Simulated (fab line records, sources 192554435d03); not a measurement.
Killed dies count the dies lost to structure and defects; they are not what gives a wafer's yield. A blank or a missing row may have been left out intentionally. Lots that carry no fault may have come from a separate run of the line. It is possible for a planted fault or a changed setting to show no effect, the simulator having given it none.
fab line records	flow n5_finfet	part 1 of 2: steps 1 to 17 of 27
record: lots: 5	wafers: 15	last_day: 17
route steps=1938 shown MOL_CONTACT_COAG@600
lots that met no fault: from a run of the same line without faults
start_h: hours from the record's first day to the start of the lot's first wafer shown	wait_h: time in hours since the lot's previous step	" the same as in the row above	L1.1+2: a single row standing in for several wafers	- value missing, or start not given	* or withheld: withheld	< > ~ a bound
route shown NAME@n: names a module that has steps shown in the file, with the first one's number in the route	usual: average and standard deviation across the fault-free wafers	same: alike in all rows	chamber/n: place in a boat	sites: readings site by site	_std_site: standard deviation of those values	_edge_site: inner sites' mean taken away from outer sites' mean	radius_mm: for every site, how far away it sits from the centre of the wafer	mask NAME#n: copy n	behind: the last tool/chamber to shape the wafer	hold: cause of the lot's hold/its duration in hours/its outcome	device: transistor that didn't switch, given as n, p or np	end of line: tests run on the same wafers once the route is complete	a step with no rows: only its recipe	killed: at the first sort, the dies lost to defects and structure; wafer yield is something else	map: the dies of a wafer, with x for killed, . for not killed, _ for no die there
set.NAME: the setting as run; set.NAME@STEP: as run at that earlier step	model.NAME: the simulator's own value behind a step, which no gauge read
lots seen at some steps along the route; tables by step, rows by wafer
services: the hour from which a tool's chamber was out of use, counted from the record's first day as start_h (under 0 if before that day), plus the number of hours and why
== steps ==
step: N5_MOL_CONTACT_COAG_PEB_38
recipe: peb_temp_c: 100	peb_time_s: 60	resist: CAR-EUV
lot.wafer	tool	chamber	start_h	wait_h
L079.1+3+5	litho_track-01	0	131.06	0.1
L080.2+3+6	litho_track-03	0	136.77	0.1
L088.1+3+5	litho_track-01	0	185.23	0.1
L089.1+4+5	litho_track-03	0	201.95	0.1
L096.4+5+6	litho_track-03	0	238.14	0.0
step: N5_MOL_CONTACT_COAG_DEVELOP_39
recipe: develop_time_s: 30	developer: TMAH	resist: CAR-EUV	rinse_liquid: surfactant_rinse	dry: air_spin	dev_temp_c: 23
usual: developer_temp_C: 22.99/0.1
same: develop_time_s: 30
lot.wafer	tool	chamber	start_h	wait_h	developer_temp_C
L079.1	litho_track-01	0	-	-	23.09
L079.3	"	0	"	"	23.12
L079.5	"	0	"	"	23.06
L080.2	litho_track-03	0	-	-	23.01
L080.3	"	0	"	"	23.24
L080.6	"	0	"	"	23.16
L088.1	litho_track-01	0	-	-	23.07
L088.3	"	0	"	"	22.92
L088.5	"	0	"	"	22.88
L089.1	litho_track-03	0	-	-	23.01
L089.4	"	0	"	"	22.87
L089.5	"	0	"	"	22.97
L096.4	litho_track-03	0	-	-	22.99
L096.5	"	0	"	"	23.04
L096.6	"	0	"	"	23.01
step: N5_MOL_CONTACT_COAG_CD_MEAS_40
recipe: target_cd_nm: 25.1	landing_energy_ev: 500	detector: se_inlens	polarity: opening
usual: cd_nm: 25.14/0.23
lot.wafer	tool	chamber	start_h	wait_h	cd_nm
L079.1	cd_sem-01	0	131.13	-	25.42
L079.3	"	0	"	"	25.34
L079.5	"	0	"	"	25.00
L080.2	cd_sem-01	0	136.84	-	25.23
L080.3	"	0	"	"	25.23
L080.6	"	0	"	"	25.24
L088.1	cd_sem-02	0	185.30	-	25.25
L088.3	"	0	"	"	24.90
L088.5	"	0	"	"	24.95
L089.1	cd_sem-02	0	202.01	-	25.67
L089.4	"	0	"	"	25.32
L089.5	"	0	"	"	24.85
L096.4	cd_sem-03	0	238.21	-	24.93
L096.5	"	0	"	"	24.96
L096.6	"	0	"	"	24.71
step: N5_MOL_CONTACT_COAG_OVL_MEAS_41
recipe: points_per_wafer: 522
usual: VD_OVL: 0.3/0.74
lot.wafer	tool	chamber	start_h	wait_h	VD_OVL[nm]
L079.1	overlay-01	0	131.16	0.0	0.3
L079.3	"	0	"	"	-0.9
L079.5	"	0	"	"	0.0
L080.2	overlay-02	0	136.87	0.0	1.3
L080.3	"	0	"	"	1.6
L080.6	"	0	"	"	1.1
L088.1	overlay-01	0	185.33	0.0	-0.2
L088.3	"	0	"	"	-0.6
L088.5	"	0	"	"	-0.5
L089.1	overlay-01	0	202.05	0.0	0.1
L089.4	"	0	"	"	0.4
L089.5	"	0	"	"	0.0
L096.4	overlay-02	0	238.25	0.0	0.3
L096.5	"	0	"	"	0.1
L096.6	"	0	"	"	0.4
step: N5_MOL_CONTACT_COAG_INSPECT_42
recipe: mode: adi	inspect_instrument: brightfield
usual: raw_defect_count: 208/54
lot.wafer	tool	chamber	start_h	wait_h	raw_defect_count
L079.1	defect_inspect-02	-	131.22	0.1	189
L079.3	"	-	"	"	205
L079.5	"	-	"	"	158
L080.2	defect_inspect-02	-	136.92	0.0	145
L080.3	"	-	"	"	152
L080.6	"	-	"	"	201
L088.1	defect_inspect-01	-	185.39	0.1	271
L088.3	"	-	"	"	256
L088.5	"	-	"	"	282
L089.1	defect_inspect-02	-	202.10	0.1	135
L089.4	"	-	"	"	255
L089.5	"	-	"	"	217
L096.4	defect_inspect-01	-	238.30	0.0	256
L096.5	"	-	"	"	240
L096.6	"	-	"	"	200
step: N5_MOL_CONTACT_COAG_DESCUM_45
recipe: chemistry: O2	time_s: 7	source_power_w: 50	bias_power_w: 20	pressure_mtorr: 20	rf_frequency_hz: 2.712e+07	temp_c: 40	resist: CAR-EUV	o2_flow_sccm: 225
usual: drypump_motor_current_A: 5.7/0.43	oes_product_au: 0.75/0.072	rf_vpp_V: 242.6/0.96	showerhead_plenum_p_Torr: 2.06/0.032	throttle_valve_pct: 20.50/0.22
lot.wafer	tool	chamber	start_h	wait_h	drypump_motor_current_A	oes_product_au	rf_hours_counter_h	rf_vpp_V	showerhead_plenum_p_Torr	throttle_valve_pct
L079.1	rie_diel-02	2	131.77	0.6	5.9	0.75	157	242.7	2.08	20.76
L079.3	"	0	"	"	5.6	0.80	96	241.6	2.03	20.44
L079.5	"	0	"	"	5.6	0.81	-	241.8	2.03	20.44
L080.2	rie_diel-05	2	136.96	0.0	5.1	0.73	158	241.5	2.00	20.46
L080.3	"	3	"	"	5.7	0.72	198	241.9	2.08	20.82
L080.6	"	3	"	"	5.7	0.72	-	242.6	2.08	20.84
L088.1	rie_diel-02	3	185.42	0.0	6.1	0.76	120	242.7	2.10	20.31
L088.3	"	1	"	"	6.1	0.72	166	242.7	2.09	20.29
L088.5	"	2	"	"	6.0	0.73	-	242.8	2.08	20.80
L089.1	rie_diel-05	2	202.14	0.0	5.1	0.71	185	242.2	1.99	20.52
L089.4	"	3	"	"	5.8	0.70	-	244.4	2.07	20.87
L089.5	"	0	"	"	5.1	0.67	-	242.3	2.07	20.46
L096.4	rie_diel-05	2	238.70	0.4	5.2	0.70	-	241.8	1.99	20.53
L096.5	"	1	"	"	6.0	0.93	-	241.3	2.05	20.14
L096.6	"	3	"	"	5.8	0.69	-	241.3	2.06	20.90
step: N5_MOL_CONTACT_COAG_ETCH_65
recipe: chemistry: N2/H2	target: underlayer	target_depth_a: 130	mask_material: CAR-EUV	time_s: 10.4	ion_energy_ev: 200	pressure_mtorr: 30	source_w: 840	bias_w: 150	n2_flow_sccm: 200	h2_flow_sccm: 200	ends: cleared
usual: drypump_motor_current_A: 5.7/0.43	etch_rf_on_time_s: 10.39/0.18	oes_product_au: 0.64/0.062	rf_vpp_V: 522.7/1.3	showerhead_plenum_p_Torr: 2.50/0.038	throttle_valve_pct: 17.91/0.24
lot.wafer	tool	chamber	start_h	wait_h	drypump_motor_current_A	etch_rf_on_time_s	oes_product_au	rf_hours_counter_h	rf_vpp_V	showerhead_plenum_p_Torr	throttle_valve_pct
L079.1	rie_diel-02	2	131.81	0.0	6.0	10.66	0.63	157	525.4	2.54	18.24
L079.3	"	0	"	"	5.7	10.22	0.68	96	521.3	2.46	17.78
L079.5	"	0	"	"	5.6	10.19	0.69	-	520.9	2.46	17.78
L080.2	rie_diel-05	2	136.99	0.0	5.2	10.23	0.63	158	521.4	2.44	17.94
L080.3	"	3	"	"	5.8	10.60	0.61	198	523.8	2.52	18.20
L080.6	"	3	"	"	5.7	10.49	0.61	-	524.7	2.52	18.19
L088.1	rie_diel-02	3	185.45	0.0	6.1	10.36	0.65	120	524.2	2.56	17.76
L088.3	"	1	"	"	6.2	10.33	0.62	166	523.7	2.55	17.72
L088.5	"	2	"	"	6.0	10.76	0.62	-	524.3	2.54	18.30
L089.1	rie_diel-05	2	202.17	0.0	5.1	10.27	0.61	185	520.0	2.43	18.01
L089.4	"	3	"	"	5.8	10.69	0.59	-	522.8	2.50	18.23
L089.5	"	0	"	"	5.1	10.65	0.57	-	522.2	2.51	17.88
L096.4	rie_diel-05	2	238.72	0.0	5.2	10.35	0.59	-	521.2	2.42	18.02
L096.5	"	1	"	"	6.0	10.25	0.78	-	521.9	2.48	17.41
L096.6	"	3	"	"	5.8	10.55	0.58	-	522.6	2.50	18.26
step: N5_MOL_CONTACT_COAG_ETCH_66
recipe: chemistry: CF4	target: SiARC	target_depth_a: 130	mask_material: CAR-EUV	time_s: 21.7	ion_energy_ev: 80	pressure_mtorr: 40	source_w: 545	bias_w: 36	Ar_flow_sccm: 100	cf4_flow_sccm: 100	ends: cleared
usual: drypump_motor_current_A: 5.7/0.43	etch_rf_on_time_s: 21.7/0.33	oes_product_au: 0.64/0.062	rf_vpp_V: 183.6/0.97	showerhead_plenum_p_Torr: 2.11/0.032	throttle_valve_pct: 15.69/0.25
lot.wafer	tool	chamber	start_h	wait_h	drypump_motor_current_A	etch_rf_on_time_s	oes_product_au	rf_hours_counter_h	rf_vpp_V	showerhead_plenum_p_Torr	throttle_valve_pct
L079.1	rie_diel-02	2	131.83	0.0	5.9	21.9	0.65	157	183.6	2.15	16.03
L079.3	"	0	"	"	5.6	21.4	0.68	96	184.0	2.07	15.57
L079.5	"	0	"	"	5.6	21.3	0.69	-	184.4	2.07	15.55
L080.2	rie_diel-05	2	137.01	0.0	5.1	21.3	0.63	158	182.3	2.05	15.68
L080.3	"	3	"	"	5.7	21.8	0.61	198	183.1	2.13	16.04
L080.6	"	3	"	"	5.8	21.6	0.61	-	182.2	2.13	16.04
L088.1	rie_diel-02	3	185.47	0.0	6.1	21.6	0.66	120	183.9	2.15	15.54
L088.3	"	1	"	"	6.1	22.0	0.61	166	183.7	2.14	15.46
L088.5	"	2	"	"	5.9	22.7	0.62	-	184.5	2.14	16.05
L089.1	rie_diel-05	2	202.19	0.0	5.2	21.6	0.61	185	182.8	2.05	15.73
L089.4	"	3	"	"	5.7	21.7	0.59	-	183.4	2.12	16.10
L089.5	"	0	"	"	5.1	21.9	0.57	-	182.8	2.11	15.65
L096.4	rie_diel-05	2	238.76	0.0	5.1	21.7	0.60	-	182.8	2.04	15.75
L096.5	"	1	"	"	6.0	21.4	0.79	-	183.5	2.10	15.25
L096.6	"	3	"	"	5.7	22.0	0.58	-	182.8	2.11	16.13
step: N5_MOL_CONTACT_COAG_ALD_133
recipe: material: SiO2	target_thk_a: 50	temp_c: 100	ald_precursor_family: BDEAS	ald_co_reactant: O2-plasma	pulse_time_s: 1	co_reactant_pulse_time_s: 1	purge_time_s: 2	co_reactant_purge_time_s: 2	ald_cycles: 35	pressure_torr: 2
usual: heater_power_w: 77/6.5	precursor_pulse_height_rel: 0.997/0.022
lot.wafer	tool	chamber	start_h	wait_h	heater_power_w	precursor_pulse_height_rel
L079.1	ald_sin-02	3	132.14	0.3	73	0.999
L079.3	"	0	"	"	72	1.001
L079.5	"	3	"	"	74	0.978
L080.2	ald_sin-01	2	137.09	0.1	89	0.981
L080.3	"	0	"	"	75	1.012
L080.6	"	1	"	"	71	1.000
L088.1	ald_sin-02	2	185.58	0.1	65	1.007
L088.3	"	3	"	"	76	1.006
L088.5	"	2	"	"	66	0.984
L089.1	ald_sin-02	3	202.46	0.2	75	1.005
L089.4	"	0	"	"	74	0.986
L089.5	"	2	"	"	63	1.037
L096.4	ald_sin-03	1	238.81	0.0	77	0.983
L096.5	"	1	"	"	76	1.035
L096.6	"	0	"	"	83	0.981
step: N5_MOL_CONTACT_COAG_ETCHBACK_134
recipe: chemistry: CHF3	target: SiO2	target_depth_a: 100	time_s: 6.7	ion_energy_ev: 200	pressure_mtorr: 30	source_w: 610	bias_w: 170	Ar_flow_sccm: 200	CHF3_flow_sccm: 50
usual: drypump_motor_current_A: 5.7/0.5	oes_product_au: 0.77/0.087	rf_vpp_V: 524/3.4	showerhead_plenum_p_Torr: 2.34/0.033	throttle_valve_pct: 18.75/0.27
lot.wafer	tool	chamber	start_h	wait_h	drypump_motor_current_A	oes_product_au	rf_hours_counter_h	rf_vpp_V	showerhead_plenum_p_Torr	throttle_valve_pct
L079.1	rie_diel-02	1	132.39	0.2	6.1	0.73	147	528	2.38	18.51
L079.3	"	2	"	"	6.0	0.74	157	519	2.38	19.15
L079.5	"	1	"	"	6.1	0.74	-	530	2.38	18.50
L080.2	rie_diel-02	3	137.27	0.1	6.1	0.79	103	524	2.40	18.63
L080.3	"	0	"	"	5.6	0.81	98	523	2.31	18.70
L080.6	"	2	"	"	6.0	0.74	-	519	2.38	19.15
L088.1	rie_diel-02	3	185.76	0.1	6.0	0.77	120	523	2.40	18.64
L088.3	"	2	"	"	6.0	0.72	175	519	2.38	19.18
L088.5	"	3	"	"	6.0	0.76	-	523	2.40	18.64
L089.1	rie_diel-01	2	202.63	0.1	5.7	0.94	16	520	2.34	18.76
L089.4	"	1	"	"	5.7	0.69	243	527	2.34	18.84
L089.5	"	2	"	"	5.7	0.94	-	519	2.34	18.76
L096.4	rie_diel-05	2	239.01	0.1	5.2	0.70	-	524	2.26	18.84
L096.5	"	1	"	"	6.0	0.91	-	528	2.34	18.40
L096.6	"	3	"	"	5.7	0.68	-	524	2.34	19.21
step: N5_MOL_CONTACT_COAG_ETCH_67
recipe: chemistry: N2/H2	target: SOC	target_depth_a: 600	overetch_a: 210	mask_material: SiARC	temp_c: 40	time_s: 101.2	ion_energy_ev: 200	pressure_mtorr: 30	source_w: 840	bias_w: 150	n2_flow_sccm: 200	h2_flow_sccm: 200
usual: drypump_motor_current_A: 5.7/0.5	oes_product_au: 0.64/0.068	rf_vpp_V: 522.7/1.3	showerhead_plenum_p_Torr: 2.50/0.035	throttle_valve_pct: 17.84/0.28
lot.wafer	tool	chamber	start_h	wait_h	drypump_motor_current_A	oes_product_au	rf_hours_counter_h	rf_vpp_V	showerhead_plenum_p_Torr	throttle_valve_pct
L079.1	rie_diel-02	1	132.42	0.0	6.1	0.61	147	524.3	2.56	17.66
L079.3	"	2	"	"	5.9	0.63	157	522.9	2.54	18.22
L079.5	"	1	"	"	6.1	0.61	-	524.1	2.56	17.67
L080.2	rie_diel-02	3	137.31	0.0	6.1	0.65	103	524.9	2.57	17.67
L080.3	"	0	"	"	5.6	0.67	98	520.8	2.46	17.75
L080.6	"	2	"	"	5.9	0.63	-	523.1	2.54	18.22
L088.1	rie_diel-02	3	185.79	0.0	6.1	0.65	120	523.8	2.56	17.72
L088.3	"	2	"	"	6.0	0.62	175	523.9	2.54	18.25
L088.5	"	3	"	"	6.0	0.64	-	524.6	2.56	17.73
L089.1	rie_diel-01	2	202.67	0.0	5.7	0.78	16	523.7	2.50	17.77
L089.4	"	1	"	"	5.7	0.57	243	523.0	2.50	17.99
L089.5	"	2	"	"	5.7	0.76	-	522.0	2.50	17.74
L096.4	rie_diel-05	2	239.06	0.0	5.1	0.59	-	519.6	2.42	18.00
L096.5	"	1	"	"	6.0	0.77	-	522.0	2.48	17.39
L096.6	"	3	"	"	5.7	0.58	-	520.6	2.50	18.24
step: N5_MOL_CONTACT_COAG_STRIP_68
recipe: chemistry: N2/H2	temp_c: 40	n2_flow_sccm: 200	h2_flow_sccm: 200	rf_frequency_hz: 6e+07
lot.wafer	tool	chamber	start_h	wait_h
L079.1+3+5	rie_diel-02	1,2,1	132.49	0.0
L080.2+3+6	rie_diel-02	3,0,2	137.38	0.0
L088.1+3+5	rie_diel-02	3,2,3	185.86	0.0
L089.1+4+5	rie_diel-01	2,1,2	202.74	0.0
L096.4+5+6	rie_diel-05	2,1,3	239.10	0.0
step: N5_MOL_CONTACT_COAG_STRIP_69
recipe: chemistry: N2/H2	temp_c: 40	n2_flow_sccm: 200	h2_flow_sccm: 200	rf_frequency_hz: 6e+07
lot.wafer	tool	chamber	start_h	wait_h
L079.1+3+5	rie_diel-02	1,2,1	132.50	0.0
L080.2+3+6	rie_diel-02	3,0,2	137.39	0.0
L088.1+3+5	rie_diel-02	3,2,3	185.87	0.0
L089.1+4+5	rie_diel-01	2,1,2	202.75	0.0
L096.4+5+6	rie_diel-05	2,1,3	239.11	0.0
step: N5_MOL_CONTACT_COAG_ETCHBACK_136
recipe: chemistry: CHF3	target: SiO2	target_depth_a: 250	time_s: 16.7	ion_energy_ev: 200	pressure_mtorr: 30	source_w: 610	bias_w: 170	Ar_flow_sccm: 200	CHF3_flow_sccm: 50
usual: drypump_motor_current_A: 5.7/0.51	oes_product_au: 0.77/0.086	rf_vpp_V: 524/3.5	showerhead_plenum_p_Torr: 2.34/0.033	throttle_valve_pct: 18.75/0.27
lot.wafer	tool	chamber	start_h	wait_h	drypump_motor_current_A	oes_product_au	rf_hours_counter_h	rf_vpp_V	showerhead_plenum_p_Torr	throttle_valve_pct
L079.1	rie_diel-02	1	132.51	0.0	6.1	0.73	147	528	2.38	18.51
L079.3	"	2	"	"	5.9	0.75	157	517	2.38	19.15
L079.5	"	1	"	"	6.1	0.74	-	528	2.38	18.51
L080.2	rie_diel-02	3	137.40	0.0	6.1	0.78	103	524	2.40	18.64
L080.3	"	0	"	"	5.7	0.80	98	522	2.31	18.69
L080.6	"	2	"	"	6.0	0.74	-	518	2.38	19.13
L088.1	rie_diel-02	3	185.88	0.0	6.1	0.77	120	525	2.40	18.66
L088.3	"	2	"	"	5.9	0.73	175	518	2.38	19.18
L088.5	"	3	"	"	6.1	0.77	-	524	2.40	18.66
L089.1	rie_diel-01	2	202.76	0.0	5.7	0.94	16	518	2.34	18.77
L089.4	"	1	"	"	5.7	0.69	243	528	2.34	18.83
L089.5	"	2	"	"	5.7	0.94	-	519	2.34	18.76
L096.4	rie_diel-05	2	239.13	0.0	5.2	0.71	-	524	2.26	18.83
L096.5	"	1	"	"	6.0	0.92	-	529	2.34	18.40
L096.6	"	3	"	"	5.7	0.69	-	521	2.34	19.19
step: N5_MOL_CONTACT_COAG_STRIP_120
recipe: chemistry: CHF3	resist: SiARC	rf_frequency_hz: 6e+07
lot.wafer	tool	chamber	start_h	wait_h
L079.1+3+5	rie_diel-02	1,2,1	132.54	0.0
L080.2+3+6	rie_diel-02	3,0,2	137.42	0.0
L088.1+3+5	rie_diel-02	3,2,3	185.91	0.0
L089.1+4+5	rie_diel-01	2,1,2	202.78	0.0
L096.4+5+6	rie_diel-05	2,1,3	239.15	0.0
step: N5_MOL_CONTACT_COAG_VIA_ETCH_117
recipe: chemistry: C4F6/O2	target_depth_a: 400	overetch_a: 80	mask_material: SOC	target: SiO2	bias_w: 455	pressure_mtorr: 10	time_s: 26	source_w: 325	Ar_flow_sccm: 300	C4F6_flow_sccm: 10	O2_flow_sccm: 10	ion_energy_ev: 575.3	ends: end_point
usual: drypump_motor_current_A: 5.7/0.5	oes_product_au: 0.69/0.071	rf_vpp_V: 1587/9.6	showerhead_plenum_p_Torr: 2.80/0.039	throttle_valve_pct: 41.00/0.28
lot.wafer	tool	chamber	start_h	wait_h	drypump_motor_current_A	oes_product_au	rf_hours_counter_h	rf_vpp_V	showerhead_plenum_p_Torr	throttle_valve_pct
L079.1	rie_diel-02	1	132.55	0.0	6.1	0.65	147	1598	2.84	40.88
L079.3	"	2	"	"	5.9	0.68	157	1571	2.84	41.49
L079.5	"	1	"	"	6.1	0.65	-	1598	2.84	40.87
L080.2	rie_diel-02	3	137.43	0.0	6.1	0.70	103	1587	2.87	40.72
L080.3	"	0	"	"	5.7	0.72	98	1584	2.76	41.03
L080.6	"	2	"	"	5.9	0.68	-	1572	2.84	41.48
L088.1	rie_diel-02	3	185.92	0.0	6.0	0.69	120	1585	2.86	40.73
L088.3	"	2	"	"	5.9	0.67	175	1571	2.84	41.49
L088.5	"	3	"	"	6.1	0.68	-	1586	2.86	40.71
L089.1	rie_diel-01	2	202.79	0.0	5.7	0.83	16	1572	2.79	40.99
L089.4	"	1	"	"	5.7	0.62	243	1595	2.79	40.93
L089.5	"	2	"	"	5.7	0.82	-	1571	2.79	40.99
L096.4	rie_diel-05	2	239.17	0.0	5.2	0.63	-	1587	2.70	41.07
L096.5	"	1	"	"	6.0	0.81	-	1599	2.79	40.76
L096.6	"	3	"	"	5.7	0.62	-	1583	2.80	41.43
step: N5_MOL_CONTACT_COAG_ETCH_124
recipe: chemistry: CH3F/O2	target: SiNx	target_depth_a: 65	mask_material: SOC	stop_on: SiOC	over_etch_frac: 0.3	ion_energy_ev: 120	pressure_mtorr: 30	source_w: 395	bias_w: 73	Ar_flow_sccm: 150	CH3F_flow_sccm: 30	O2_flow_sccm: 20	ends: end_point
usual: drypump_motor_current_A: 5.7/0.5	oes_product_au: 0.66/0.07	rf_vpp_V: 297.5/2.1	showerhead_plenum_p_Torr: 1.969/0.029	throttle_valve_pct: 16.35/0.28
lot.wafer	tool	chamber	start_h	wait_h	drypump_motor_current_A	oes_product_au	rf_hours_counter_h	rf_vpp_V	showerhead_plenum_p_Torr	throttle_valve_pct
L079.1	rie_diel-02	1	132.57	0.0	6.1	0.63	147	300.0	2.003	16.13
L079.3	"	2	"	"	6.0	0.64	157	293.0	2.003	16.73
L079.5	"	1	"	"	6.1	0.63	-	299.4	2.003	16.14
L080.2	rie_diel-02	3	137.46	0.0	6.1	0.66	103	298.7	2.018	16.23
L080.3	"	0	"	"	5.6	0.68	98	298.0	1.938	16.31
L080.6	"	2	"	"	5.9	0.64	-	293.8	2.002	16.74
L088.1	rie_diel-02	3	185.95	0.0	6.1	0.65	120	296.3	2.013	16.25
L088.3	"	2	"	"	5.9	0.63	175	294.3	1.998	16.77
L088.5	"	3	"	"	6.1	0.65	-	297.7	2.013	16.25
L089.1	rie_diel-01	2	202.82	0.0	5.7	0.79	16	294.3	1.964	16.31
L089.4	"	1	"	"	5.7	0.59	243	298.1	1.962	16.45
L089.5	"	2	"	"	5.7	0.79	-	295.0	1.964	16.31
L096.4	rie_diel-05	2	239.20	0.0	5.1	0.60	-	299.3	1.897	16.45
L096.5	"	1	"	"	6.0	0.78	-	298.7	1.963	15.97
L096.6	"	3	"	"	5.7	0.59	-	296.8	1.970	16.81
